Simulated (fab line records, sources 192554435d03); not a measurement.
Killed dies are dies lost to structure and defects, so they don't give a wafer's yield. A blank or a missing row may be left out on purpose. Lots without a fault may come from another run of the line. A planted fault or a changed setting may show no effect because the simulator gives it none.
One fault seen from 2 desks | flow n5_finfet | each desk has only its own numbers; what lay behind them comes last

THE METROLOGY DESK
What the gauges read, lot by lot, whatever tool the lot ran on: means of the sampled wafers that have a number. A lot is out of limits, marked OUT, if its mean lies more than 4 standard deviations from the usual mean; the brackets give that distance.
Columns: A = SD_P_BLK_OVL at N5_SD_EPI_P_OVL_MEAS_10, usual -0.3 nm; B = thk_nm at N5_ILD0_THK_MEAS_08, usual 138.8 nm
lot  | first seen here | A    | B
L611 | day 3 12:31     | -0.2 | 138.6
L613 | day 4 00:12     | -0.2 | 137.1
L614 | day 4 09:16     | 0.0  | 139.4
L615 | day 4 12:44     | 0.6  | 140.2
L616 | day 4 16:25     | -0.4 | 138.0
L617 | day 5 01:20     | 0.5  | 138.9
L618 | day 5 05:43     | -0.0 | 139.3
L619 | day 5 10:23     | 0.3  | 138.0
L620 | day 5 17:08     | -1.0 | 138.5
L621 | day 6 00:55     | -0.2 | 138.2
L622 | day 6 05:02     | -0.4 | 139.4
L629 | day 7 22:25     | -0.4 | 139.7
L631 | day 8 12:50     | 0.8  | 138.7
L632 | day 8 17:49     | -1.1 | 138.6
This desk's finding: nothing out of limits on any of the 14 lots.

THE TOOL OWNER'S DESK: laser_anneal-02
The tool's own readings at N5_SD_ACTIVATION_LSA_01 (time 0.0008 s): means of the sampled wafers that have a number, for each lot that ran on this tool. A lot is out of limits, marked OUT, if its mean lies more than 4 standard deviations from the usual mean; the brackets give that distance.
Columns: A = wafer_temp_C_max at N5_SD_ACTIVATION_LSA_01, usual 1084.5
lot  | first seen here | A
L611 | day 3 16:37     | 1083.8
L613 | day 4 04:31     | 1083.6
L615 | day 4 17:39     | 1083.7
L617 | day 5 06:14     | 1084.7
L619 | day 5 14:31     | 1084.5
L621 | day 6 05:59     | 1084.7
L629 | day 8 02:26     | 1049.2 (-38) OUT
L631 | day 8 17:01     | 1050.0 (-37) OUT
This desk's finding: out of limits on L629, L631; first on L629, day 8 02:26 (wafer_temp_C_max at N5_SD_ACTIVATION_LSA_01). In limits: L611, L613, L615, L617, L619, L621.

PUT TOGETHER
The tool owner's desk could have raised an alarm at day 8 02:26, on L629, L631.
The metrology desk saw nothing out of limits.
The metrology desk has L629, L631 on record, within its limits.
Of the lots named, all ran N5_SD_ACTIVATION_LSA_01 on laser_anneal-02.

WHAT THE SIMULATOR HAD PUT IN
Process parameter drift: laser_anneal-02, from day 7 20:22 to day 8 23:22, at N5_SD_ACTIVATION_LSA_01. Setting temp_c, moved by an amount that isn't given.
Lots struck among those shown: L629, L631.
Hours from the fault's start to each desk's first reading out of limits: the tool owner's desk, 6.
